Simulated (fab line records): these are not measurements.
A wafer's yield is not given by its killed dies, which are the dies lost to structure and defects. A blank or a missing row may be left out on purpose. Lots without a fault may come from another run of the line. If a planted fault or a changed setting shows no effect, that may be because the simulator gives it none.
One fault seen from 2 desks + flow nand-harc + each desk holds nothing but its own numbers, with what lay behind them at the end

## FROM THE METROLOGY DESK
What the gauges read for every lot (on any tool): the sampled wafers with a number, averaged. The brackets show how far a lot's mean lies from the usual mean; more than 4 standard deviations puts the lot out of limits, marked OUT.
Columns: A = thk-nm at NHARC_A_M1_THK_MEAS_24, usual 154.3 nm
| lot  | first seen here | A     |
|------|-----------------|-------|
| L828 | day 23 06:49    | 152.8 |
| L830 | day 24 00:41    | 152.5 |
| L831 | day 24 11:57    | 152.0 |
| L834 | day 25 22:29    | 154.8 |
| L837 | day 26 21:32    | 155.8 |
| L836 | day 27 00:06    | 155.7 |
| L840 | day 28 10:35    | 152.8 |
| L842 | day 28 21:48    | 156.0 |
| L843 | day 28 23:07    | 153.0 |
| L844 | day 30 11:23    | 153.5 |
| L845 | day 30 15:13    | 154.3 |
| L847 | day 31 07:02    | 155.1 |
| L848 | day 31 19:01    | 155.1 |
This desk's verdict: no lot among the 13 shows anything out of limits.

## FOR THE TOOL OWNER'S DESK: pecvd-02
The tool's own readings at NHARC_THIN_TSV_DEP_47 (deposits SiO2, target thk 200 nm): means of the sampled wafers that have a number, for each lot that ran on this tool. The brackets show how far a lot's mean lies from the usual mean; more than 4 standard deviations puts the lot out of limits, marked OUT.
Columns: A = showerhead-vpp-V at NHARC_THIN_TSV_DEP_47, usual 1781 V; B = throttle-valve-pct at NHARC_THIN_TSV_DEP_47, usual 15.9 %
| lot  | first seen here | A    | B    |
|------|-----------------|------|------|
| L830 | day 24 20:00    | 1794 | 16.4 |
| L834 | day 26 17:17    | 1828 | 15.8 |
| L836 | day 27 20:07    | 1792 | 16.2 |
This desk's verdict: no lot among the 3 shows anything out of limits.

## BROUGHT TOGETHER
From the metrology desk's view, nothing was out of limits.
The tool owner's desk saw nothing out of limits.

## WHAT THE SIMULATOR HAD INSERTED
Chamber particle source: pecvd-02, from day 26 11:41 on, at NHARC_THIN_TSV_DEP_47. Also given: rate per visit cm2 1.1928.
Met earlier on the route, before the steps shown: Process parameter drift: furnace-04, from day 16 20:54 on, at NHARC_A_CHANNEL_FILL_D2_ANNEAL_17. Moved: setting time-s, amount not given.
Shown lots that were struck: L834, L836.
